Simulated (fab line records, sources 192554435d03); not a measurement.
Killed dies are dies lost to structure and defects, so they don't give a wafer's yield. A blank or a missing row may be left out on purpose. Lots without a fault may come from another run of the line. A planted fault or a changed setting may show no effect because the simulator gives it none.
Which tool did it? | flow n5_finfet | 9 lots, 27 wafers sampled, at 5 steps of a route of 1938

WHAT THE GAUGES READ, wafer by wafer
N5_HKMG_FIN_THK_MEAS_70: measures by xrf. Usual: HK_THK 1.604 nm, standard deviation 0.022.
lot  | measured     | on            | HK_THK (nm)       | flag
L490 | day 5 21:37  | film_metro-01 | 1.587 1.589 1.582 |
L491 | day 6 03:07  | film_metro-01 | 1.624 1.612 1.615 |
L496 | day 7 04:08  | film_metro-02 | 1.581 1.639 1.672 |
L498 | day 7 17:04  | film_metro-02 | 1.563 1.594 1.568 |
L499 | day 8 02:50  | film_metro-01 | 1.590 1.575 1.588 |
L500 | day 8 10:48  | film_metro-02 | 1.610 1.571 1.648 |
L502 | day 8 14:49  | film_metro-02 | 1.606 1.614 1.617 |
L503 | day 8 21:45  | film_metro-01 | 1.599 1.594 1.610 |
L507 | day 10 04:35 | film_metro-01 | 1.586 1.608 1.626 |

N5_BEOL_M4_RC_MEAS_101. Usual: DIBL_N 36.0 mV/V, standard deviation 1.9; DIBL_P 36.0 mV/V, standard deviation 2.1; IOFF_N 0.155 nA/um, standard deviation 0.029; IOFF_P 0.20 nA/um, standard deviation 0.032; ION_N 672 uA/um, standard deviation 11; ION_P 461 uA/um, standard deviation 6.9; SS_N 71.5 mV/dec, standard deviation 0.58; SS_P 73.2 mV/dec, standard deviation 0.64; VT_N 250.4 mV, standard deviation 2.9; VT_P -251.0 mV, standard deviation 2.8.
lot  | measured     | on        | DIBL_N (mV/V)  | DIBL_P (mV/V)  | IOFF_N (nA/um)    | IOFF_P (nA/um) | ION_N (uA/um) | ION_P (uA/um) | SS_N (mV/dec)  | SS_P (mV/dec)  | VT_N (mV)         | VT_P (mV)            | flag
L496 | day 11 09:58 | prober-01 | 34.1 38.1 35.3 | 33.6 39.0 34.9 | 0.122 0.217 0.142 | 0.16 0.26 0.18 | 657 684 673   | 462 466 459   | 71.4 72.7 71.2 | 72.6 74.0 73.4 | 252.1 243.7 248.6 | -255.5 -250.7 -252.9 |
L498 | day 11 16:44 | prober-01 | 35.7 33.4 33.0 | 35.4 32.3 32.2 | 0.163 0.118 0.117 | 0.23 0.18 0.18 | 669 667 662   | 469 465 467   | 70.7 70.2 70.9 | 73.5 73.1 72.9 | 247.3 252.6 249.7 | -248.7 -250.8 -249.4 |
L499 | day 12 00:05 | prober-01 | 36.6 35.1 34.9 | 38.4 36.3 36.3 | 0.167 0.144 0.143 | 0.22 0.18 0.19 | 683 680 673   | 465 463 463   | 71.1 71.1 71.4 | 73.3 73.1 72.7 | 248.6 249.2 248.6 | -251.8 -254.8 -253.8 |
L500 | day 12 15:49 | prober-02 | 36.1 38.4 40.0 | 36.5 39.7 41.4 | 0.134 0.181 0.216 | 0.18 0.22 0.26 | 661 688 681   | 454 462 465   | 71.1 71.6 72.0 | 72.7 74.1 75.0 | 256.5 251.6 251.1 | -253.1 -251.1 -249.7 |
L502 | day 12 19:56 | prober-02 | 36.7 37.2 38.1 | 37.7 38.2 40.4 | 0.173 0.186 0.202 | 0.23 0.24 0.28 | 684 669 688   | 470 460 475   | 71.7 71.4 72.0 | 73.8 74.2 74.6 | 248.6 245.9 245.9 | -248.9 -247.8 -245.5 |
L503 | day 13 00:13 | prober-02 | 35.1 32.9 35.1 | 36.4 34.1 37.0 | 0.144 0.119 0.155 | 0.21 0.18 0.22 | 677 654 681   | 467 453 469   | 70.6 70.8 71.7 | 73.3 72.2 73.2 | 249.4 250.0 247.5 | -251.5 -251.7 -249.1 |
L507 | day 13 23:31 | prober-01 | 37.5 35.8 38.0 | 36.0 34.7 36.4 | 0.179 0.147 0.173 | 0.23 0.20 0.24 | 672 678 657   | 465 460 450   | 71.6 71.1 71.5 | 73.9 72.9 73.8 | 248.6 251.6 248.6 | -246.8 -250.3 -252.1 |

WHICH TOOL RAN EACH LOT (tool, then ch and the chambers of the sampled wafers, then the start)
lot  | N5_HKMG_FIN_ETCH_31                | N5_HKMG_FIN_ETCH_86                | N5_HKMG_FIN_STRIP_88
L490 | rie_diel-02 ch 0,3, day 5 22:46    | rie_diel-03 ch 0,1, day 6 00:08    | plasma_asher-02 ch 0,1, day 6 00:23
L491 | rie_diel-06 ch 0,1,2, day 6 04:07  | rie_diel-06 ch 2,3, day 6 05:28    | plasma_asher-02 ch 0,1, day 6 05:49
L496 | rie_diel-03 ch 1,2,3, day 7 05:08  | rie_diel-03 ch 0,2, day 7 06:25    | plasma_asher-01 ch 0,1, day 7 06:47
L498 | rie_diel-03 ch 1,2,3, day 7 17:58  | rie_diel-02 ch 0,3, day 7 19:15    | plasma_asher-01 ch 0,1, day 7 19:29
L499 | rie_diel-06 ch 0,1,3, day 8 03:50  | rie_diel-02 ch 1,2, day 8 05:21    | plasma_asher-02 ch 0,1, day 8 05:37
L500 | rie_diel-02 ch 2,3, day 8 11:47    | rie_diel-06 ch 0,1,3, day 8 13:13  | plasma_asher-02 ch 0,1, day 8 13:38
L502 | rie_diel-03 ch 1,2,3, day 8 15:49  | rie_diel-03 ch 1,2,3, day 8 17:06  | plasma_asher-01 ch 0,1, day 8 17:21
L503 | rie_diel-03 ch 1,2,3, day 8 22:44  | rie_diel-06 ch 0,1,2, day 9 00:08  | plasma_asher-02 ch 0,1, day 9 00:23
L507 | rie_diel-03 ch 1,2,3, day 10 05:35 | rie_diel-06 ch 0,2,3, day 10 06:53 | plasma_asher-01 ch 0,1, day 10 07:08
- N5_HKMG_FIN_ETCH_31: etches SiARC in CF4, target depth 45.5 nm, time 75.8 s.
- N5_HKMG_FIN_ETCH_86: etches SOC in N2/H2, stops on TiN, target depth 393.2 nm.
- N5_HKMG_FIN_STRIP_88: strips in N2/H2, time 360 s.

WHAT THE TOOLS THEMSELVES READ (means of the sampled wafers that have a number; where no wafer has one, the mark that the record gives instead)
N5_HKMG_FIN_ETCH_31. Usual: bias_w 36.01 W, standard deviation 0.11; cf4_flow_sccm 99.98 sccm, standard deviation 0.29; drypump_motor_current_A 5.6 A, standard deviation 0.49; etch_rf_on_time_s 76.5 s, standard deviation 2; mfc_ar_sccm 100.0 sccm, standard deviation 0.32; oes_product_au 0.71 a.u., standard deviation 0.057; rf_vpp_V 184.2 V, standard deviation 1; showerhead_plenum_p_Torr 2.15 Torr, standard deviation 0.053; throttle_valve_pct 15.53 %, standard deviation 0.2.
lot  | tool        | bias_w (W) | cf4_flow_sccm (sccm) | drypump_motor_current_A (A) | etch_rf_on_time_s (s) | mfc_ar_sccm (sccm) | oes_product_au (a.u.) | rf_vpp_V (V) | showerhead_plenum_p_Torr (Torr) | throttle_valve_pct (%) | flag
L490 | rie_diel-02 | 36.06      | 99.79                | 5.4                         | 77.6                  | 100.0              | 0.64                  | 184.9        | 2.18                            | 15.76                  |
L491 | rie_diel-06 | 36.11      | 99.93                | 5.5                         | 76.1                  | 100.1              | 0.71                  | 184.0        | 2.09                            | 15.63                  |
L496 | rie_diel-03 | 36.06      | 99.56                | 5.9                         | 76.2                  | 99.9               | 0.72                  | 185.1        | 2.17                            | 15.30                  |
L498 | rie_diel-03 | 35.99      | 99.97                | 5.9                         | 75.1                  | 100.2              | 0.72                  | 183.9        | 2.17                            | 15.30                  |
L499 | rie_diel-06 | 36.02      | 100.24               | 5.9                         | 75.9                  | 100.1              | 0.69                  | 183.3        | 2.11                            | 15.69                  |
L500 | rie_diel-02 | 36.02      | 99.86                | 5.2                         | 75.4                  | 100.2              | 0.74                  | 183.8        | 2.14                            | 15.66                  |
L502 | rie_diel-03 | 36.02      | 99.95                | 5.9                         | 75.9                  | 100.0              | 0.71                  | 184.8        | 2.17                            | 15.32                  |
L503 | rie_diel-03 | 35.99      | 100.00               | 5.9                         | 76.5                  | 100.2              | 0.71                  | 183.9        | 2.17                            | 15.32                  |
L507 | rie_diel-03 | 36.05      | 100.20               | 5.9                         | 75.2                  | 100.0              | 0.71                  | 184.2        | 2.17                            | 15.34                  |

N5_HKMG_FIN_ETCH_86. Usual: bias_w 60.96 W, standard deviation 0.17; chamber_pressure_mTorr 29.999 mTorr, standard deviation 0.029; drypump_motor_current_A 5.6 A, standard deviation 0.54; oes_product_au 0.82 a.u., standard deviation 0.065; rf_vpp_V 240.9 V, standard deviation 1.3; showerhead_plenum_p_Torr 2.54 Torr, standard deviation 0.076; throttle_valve_pct 17.74 %, standard deviation 0.25.
lot  | tool        | bias_w (W) | chamber_pressure_mTorr (mTorr) | drypump_motor_current_A (A) | oes_product_au (a.u.) | rf_vpp_V (V) | showerhead_plenum_p_Torr (Torr) | throttle_valve_pct (%) | flag
L490 | rie_diel-03 | -          | -                              | -                           | -                     | -            | -                               | -                      | OFF
L491 | rie_diel-06 | -          | -                              | -                           | -                     | -            | -                               | -                      | OFF
L496 | rie_diel-03 | 60.88      | 29.965                         | 5.5                         | 0.85                  | 242.2        | 2.65                            | 17.23                  |
L498 | rie_diel-02 | 61.05      | 29.970                         | 5.4                         | 0.74                  | 241.5        | 2.58                            | 17.93                  |
L499 | rie_diel-02 | 61.19      | 29.982                         | 5.1                         | 0.89                  | 239.2        | 2.50                            | 18.00                  |
L500 | rie_diel-06 | 60.80      | 29.988                         | 5.9                         | 0.80                  | 239.9        | 2.49                            | 17.88                  |
L502 | rie_diel-03 | 61.16      | 29.997                         | 5.9                         | 0.83                  | 240.8        | 2.57                            | 17.50                  |
L503 | rie_diel-06 | 61.03      | 30.027                         | 5.5                         | 0.80                  | 240.7        | 2.45                            | 17.75                  |
L507 | rie_diel-06 | 60.93      | 30.014                         | 6.1                         | 0.81                  | 240.3        | 2.50                            | 17.85                  |

N5_HKMG_FIN_STRIP_88. Usual: drypump_motor_current_A 5.6 A, standard deviation 0.36; heater_power_w 434 W, standard deviation 18.
lot  | tool            | drypump_motor_current_A (A) | heater_power_w (W) | flag
L490 | plasma_asher-02 | 5.3                         | 441                |
L491 | plasma_asher-02 | 5.4                         | 443                |
L496 | plasma_asher-01 | 5.8                         | 428                |
L498 | plasma_asher-01 | 5.6                         | 428                |
L499 | plasma_asher-02 | 5.6                         | 442                |
L500 | plasma_asher-02 | 5.6                         | 448                |
L502 | plasma_asher-01 | 5.8                         | 429                |
L503 | plasma_asher-02 | 5.6                         | 450                |
L507 | plasma_asher-01 | 5.8                         | 438                |

THE ANSWER, worked out from the rows above alone
Rule: a lot is off if the mean of its wafers that have a number lies more than 3 standard deviations from the usual mean. A lot without any number at a reading at which 4 lots or more have one is off too. The other lots that the step has rows for count as sound. The gauges are gone through in route order, then the tools' own readings, and for those a lot's mean is taken as printed above. The first step at which some lot is off is used, and at that step the reading that is off furthest; a lot without a number counts as furthest.
Off: L490, L491, at N5_HKMG_FIN_ETCH_86 (bias_w). Without a number there: L490, L491.
A tool fits if, at that step or a process step before it, it ran every lot that is off, and no sound lot after the first of them. None of those tried fits.

WHAT THE SIMULATOR HAD PUT IN
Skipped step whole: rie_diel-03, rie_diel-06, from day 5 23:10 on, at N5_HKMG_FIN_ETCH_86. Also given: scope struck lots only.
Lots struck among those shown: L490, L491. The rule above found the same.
